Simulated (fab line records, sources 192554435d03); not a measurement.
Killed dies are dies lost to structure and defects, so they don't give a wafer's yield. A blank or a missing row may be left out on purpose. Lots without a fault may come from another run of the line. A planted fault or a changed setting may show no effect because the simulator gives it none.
Split-lot experiment | flow n5_finfet | 7 lots, 39 wafers read, on a route of 1938 steps

THE SPLIT
At N5_DUMMY_GATE_ETCH_32 (etches SiO2 in CF4, target depth 3.5 nm, time 3.9 s), the setting time_s was moved away from the recipe's 3.9 s on 9 of the 39 wafers read, by -14.6% to -10.0%. The other wafers ran this setting at the recipe's value.

The reading is taken at the split's own step.

THE READING
etch.depth_nm (the simulator's own value, which no gauge read), in nm, at N5_DUMMY_GATE_ETCH_32 (etches SiO2 in CF4, target depth 3.5 nm, time 3.9 s). The file gives no usual value for it. The 30 wafers here that ran the recipe average 3.489 nm, standard deviation 0.052 nm.

wafer  | tool, chamber at the split | time_s as run, s | against the recipe | etch.depth_nm, nm | against lot-mates on the recipe
L074.1 | rie_si-02, 3               | 3.482            | -10.7%             | 3.106             | -0.406
L074.2 | rie_si-02, 2               | 3.482            | -10.7%             | 2.986             | -0.526
L074.3 | rie_si-02, 0               | 3.9              | recipe             | 3.514             | -
L074.4 | rie_si-02, 2               | 3.482            | -10.7%             | 2.983             | -0.529
L074.5 | rie_si-02, 3               | 3.9              | recipe             | 3.51              | -
L074.6 | rie_si-02, 0               | 3.9              | recipe             | 3.511             | -
L077.1 | rie_si-03, 0               | 3.9              | recipe             | 3.433             | -
L077.2 | rie_si-03, 2               | 3.9              | recipe             | 3.566             | -
L077.3 | rie_si-03, 3               | 3.9              | recipe             | 3.385             | -
L077.4 | rie_si-03, 1               | 3.9              | recipe             | 3.527             | -
L077.5 | rie_si-03, 3               | 3.9              | recipe             | 3.4               | -
L077.6 | rie_si-03, 2               | 3.9              | recipe             | 3.561             | -
L079.1 | rie_si-05, 3               | 3.9              | recipe             | 3.466             | -
L079.2 | rie_si-05, 2               | 3.9              | recipe             | 3.511             | -
L079.3 | rie_si-05, 1               | 3.9              | recipe             | 3.516             | -
L082.1 | rie_si-03, 0               | 3.9              | recipe             | 3.421             | -
L082.2 | rie_si-03, 1               | 3.9              | recipe             | 3.511             | -
L082.3 | rie_si-03, 3               | 3.9              | recipe             | 3.395             | -
L082.4 | rie_si-03, 2               | 3.9              | recipe             | 3.525             | -
L082.5 | rie_si-03, 0               | 3.9              | recipe             | 3.44              | -
L082.6 | rie_si-03, 1               | 3.9              | recipe             | 3.541             | -
L086.1 | rie_si-03, 0               | 3.509            | -10.0%             | 3.093             | -0.420
L086.2 | rie_si-03, 3               | 3.9              | recipe             | 3.415             | -
L086.3 | rie_si-03, 2               | 3.9              | recipe             | 3.575             | -
L086.4 | rie_si-03, 1               | 3.509            | -10.0%             | 3.175             | -0.338
L086.5 | rie_si-03, 1               | 3.9              | recipe             | 3.549             | -
L086.6 | rie_si-03, 2               | 3.509            | -10.0%             | 3.209             | -0.304
L087.1 | rie_si-02, 1               | 3.332            | -14.6%             | 2.896             | -0.618
L087.2 | rie_si-02, 0               | 3.9              | recipe             | 3.477             | -
L087.3 | rie_si-02, 2               | 3.332            | -14.6%             | 2.899             | -0.615
L087.4 | rie_si-02, 3               | 3.9              | recipe             | 3.528             | -
L087.5 | rie_si-02, 2               | 3.332            | -14.6%             | 2.928             | -0.586
L087.6 | rie_si-02, 3               | 3.9              | recipe             | 3.537             | -
L088.1 | rie_si-05, 1               | 3.9              | recipe             | 3.47              | -
L088.2 | rie_si-05, 2               | 3.9              | recipe             | 3.49              | -
L088.3 | rie_si-05, 0               | 3.9              | recipe             | 3.466             | -
L088.4 | rie_si-05, 3               | 3.9              | recipe             | 3.471             | -
L088.5 | rie_si-05, 2               | 3.9              | recipe             | 3.474             | -
L088.6 | rie_si-05, 3               | 3.9              | recipe             | 3.484             | -

THE FIT
A straight line over all 39 wafers: etch.depth_nm changes by +0.0392 nm for each +1% of time_s; r = +0.96; the points scatter about the line by 0.056 nm.
The same after taking each lot's own level away (the mean of its wafers on the recipe; 39 wafers): +0.0412 nm for each +1%; r = +0.97; scatter 0.053 nm.
On that fit, the largest move of time_s shifts the reading by 0.6 nm.
The lots' own levels span 3.4722 to 3.5140 nm, that is 0.8 times the standard deviation above.
So the lot-to-lot level changes the slope little: the two slopes agree.
Check: with one of the wafers moved furthest among these (-14.6%) left out of the fit, the line predicts -0.596 nm for it against its lot-mates. It came out at -0.618 nm against them.

THE FILE'S OWN FIT
etch.depth_nm changes by +0.0411 nm for each +1% of time_s, r = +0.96.
